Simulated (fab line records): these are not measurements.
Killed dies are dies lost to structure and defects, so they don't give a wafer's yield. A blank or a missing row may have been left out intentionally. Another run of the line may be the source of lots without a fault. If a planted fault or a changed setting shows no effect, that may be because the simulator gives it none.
Struck lot and sound lot, side by side + flow n5 finfet + 43 out of 1938 route steps
Sound: these wafers, L476.3, L476.5. Struck: wafer L487.1. (L487.6 of the same lot was not struck and is left out.) The cause comes at the end.
For every step that has rows: the tool of each side, followed by ch and its chambers, followed by its first start. Under that, the readings that differ: sound wafers + struck wafers + difference of the means + sigmas: that difference in standard deviations of wafers without a fault.
alike: same words and numbers on both sides, and readings whose means sit less than 2 such deviations apart. not compared: any withheld reading, any reading some wafer has no value for, any bound like >300 that may hide the same value, and any number with overlapping values for which the record gives no deviation.
A row with sigmas, a row that says differs or no value, or rows on one side alone: a step with any of these is where the two part. Numbers that have no deviation but don't overlap get no sigmas and don't part them. A reading that every wafer of one side lacks parts them only if that side has two wafers or more.

first, 4 steps without rows for these wafers: N5_BEOL_M3_ANNEAL_87 (time 240 s); N5_BEOL_M3_SPUTTER_88 (material Cu, target thk 4.5 nm, time 8.29 s); N5_BEOL_M3_ANNEAL_89 (time 240 s); N5_BEOL_M3_SPUTTER_90 (material Cu, target thk 4.5 nm, time 8.29 s).
N5_BEOL_M3_ANNEAL_91: time 240 s.
  sound on pvd sputter-03, day 9 10:10; struck on pvd sputter-01, day 12 01:59
  alike: heater power w
N5_BEOL_M3_SPUTTER_92: material Cu, target thk 4.5 nm, time 8.29 s.
  sound on pvd sputter-03, day 9 10:18; struck on pvd sputter-01, day 12 02:08
  alike: throttle valve pct
N5_BEOL_M3_ANNEAL_93: time 240 s.
  sound on pvd sputter-03, day 9 10:23; struck on pvd sputter-01, day 12 02:13
  alike: heater power w
then, 5 steps without rows for these wafers: N5_BEOL_M3_SPUTTER_94 (material Cu, target thk 4.5 nm, time 8.29 s); N5_BEOL_M3_ANNEAL_95 (time 240 s); N5_BEOL_M3_SPUTTER_96 (material Cu, target thk 4.5 nm, time 8.29 s); N5_BEOL_M3_ECD_50 (material Cu, target thk 300 nm); N5_BEOL_M3_ANNEAL_51 (time 90 s).
N5_BEOL_M3_CMP_52: polishes, stops on SiOC, t overpolish 6.8 s, target thk 40 nm.
  sound on cmp-01 ch 0,1, day 9 11:18; struck on cmp-01 ch 3, day 12 03:11
| reading                      | sound       | struck | difference | sigmas      |
|------------------------------|-------------|--------|------------|-------------|
| barrier field endpoint s (s) | 24.4 23.7   | 41.1   | +17.1      | +19         |
| overpolish run s (s)         | 6.806 6.801 | 0.034  | -6.769     | -99 or more |
| time to endpoint s (s)       | 60 59       | 81     | +22        | +5          |
  alike: motor current A, retaining ring pressure frac
N5_BEOL_M3_THK_MEAS_53: measures by xrf.
  sound on film metro-02, day 9 11:31; struck on film metro-01, day 12 03:22
| reading     | sound     | struck | difference | sigmas |
|-------------|-----------|--------|------------|--------|
| M3_THK (nm) | 39.0 38.8 | 154.8  | +115.9     | +58    |
then, 4 steps without rows for these wafers: N5_BEOL_M3_PRE_CLEAN_60 (time 15 s); N5_BEOL_M3_CO_CAP_55 (material Co, precursor CCTBA/H2, target thk 2 nm, time 102.1 s); N5_BEOL_M3_PRE_CLEAN_56 (time 15 s); N5_BEOL_M3_DEP_57 (deposits SiCN from 3MS/NH3, target thk 8 nm, time 14 s).
N5_BEOL_M3_INSPECT_59: inspects for defects (darkfield).
  sound on defect inspect-02, day 9 11:52; struck on defect inspect-01, day 12 03:39
| reading          | sound | struck | difference | sigmas      |
|------------------|-------|--------|------------|-------------|
| raw defect count | 68 61 | 5033   | +4968      | +99 or more |
N5_BEOL_M4_ILD_DEP_00: deposits SiOC from DEMS/O2, target thk 79 nm, time 15.3 s.
  the record has rows for the sound wafers here (pecvd-03 ch 0,2, day 9 11:54) and none for the struck ones
N5_BEOL_M4_THK_MEAS_01:
  sound wafers here have rows in the record (film metro-01, day 9 11:58); struck ones have none
then, 1 step without rows for these wafers: N5_BEOL_M4_PECVD_72 (deposits SiO2 from TEOS/O2, target thk 16 nm, time 18 s).
N5_BEOL_M4_HM_DEP_02: deposits TiN, target thk 20 nm.
  sound wafers here have rows in the record (pvd sputter-02, day 9 12:05); struck ones have none
then, 9 steps without rows for these wafers: N5_BEOL_M4_COAT_61 (time 60 s, resist thk 60 nm); N5_BEOL_M4_COAT_62 (time 60 s, resist thk 12 nm); N5_BEOL_M4_COAT_73 (time 60 s, resist thk 5 nm); N5_BEOL_M4_COAT_05 (resist thk 30 nm); N5_BEOL_M4_EBR_07; N5_BEOL_M4_SOFTBAKE_06 (time 60 s); N5_BEOL_M4_EXPOSE_08 (exposes mask M4); N5_BEOL_M4_PEB_09 (peb time 60 s); N5_BEOL_M4_DEVELOP_10 (develop time 30 s).
N5_BEOL_M4_CD_MEAS_11: target cd 16.79 nm.
  the record has rows for the sound wafers here (cd sem-02 ch 0, day 9 12:32) and none for the struck ones
N5_BEOL_M4_OVL_MEAS_12:
  the record has rows for the sound wafers here (overlay-01 ch 0, day 9 12:34) and none for the struck ones
N5_BEOL_M4_INSPECT_13: inspects for defects (brightfield).
  sound wafers here have rows in the record (defect inspect-01, day 9 12:37); struck ones have none
then, 6 steps without rows for these wafers: N5_BEOL_M4_DESCUM_16 (chemistry O2, time 7 s); N5_BEOL_M4_ETCH_74 (etches underlayer in N2/H2, target depth 6.5 nm, time 5.2 s); N5_BEOL_M4_ETCH_63 (etches SiARC in CF4, target depth 15.6 nm, time 26 s); N5_BEOL_M4_ETCH_64 (etches SOC in N2/H2, target depth 75 nm, overetch 22.5 nm, time 121.9 s); N5_BEOL_M4_STRIP_65 (strips in N2/H2); N5_BEOL_M4_STRIP_75 (strips in N2/H2).
N5_BEOL_M4_RC_MEAS_101:
  the record has rows for the sound wafers here (prober-01 ch 0, day 10 00:34) and none for the struck ones
-- a jump in the record: the struck wafers' starts before and after are 5 days apart (it breaks off in module BEOL_M4 and resumes in module PASSIVATION, where the first step shown is number 1936 of the route) --
N5_PASSIVATION_PROBE_49:
  record: rows for the struck wafers here (prober-02, day 16 19:20), none for the sound ones

## WHERE THEY PART
Earliest at N5_BEOL_M3_CMP_52; latest, in this record, at N5_PASSIVATION_PROBE_49.

WHY: whatever the simulator had introduced
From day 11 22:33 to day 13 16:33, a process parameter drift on cmp-01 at N5_BEOL_M3_CMP_52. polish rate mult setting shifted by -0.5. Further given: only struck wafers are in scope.
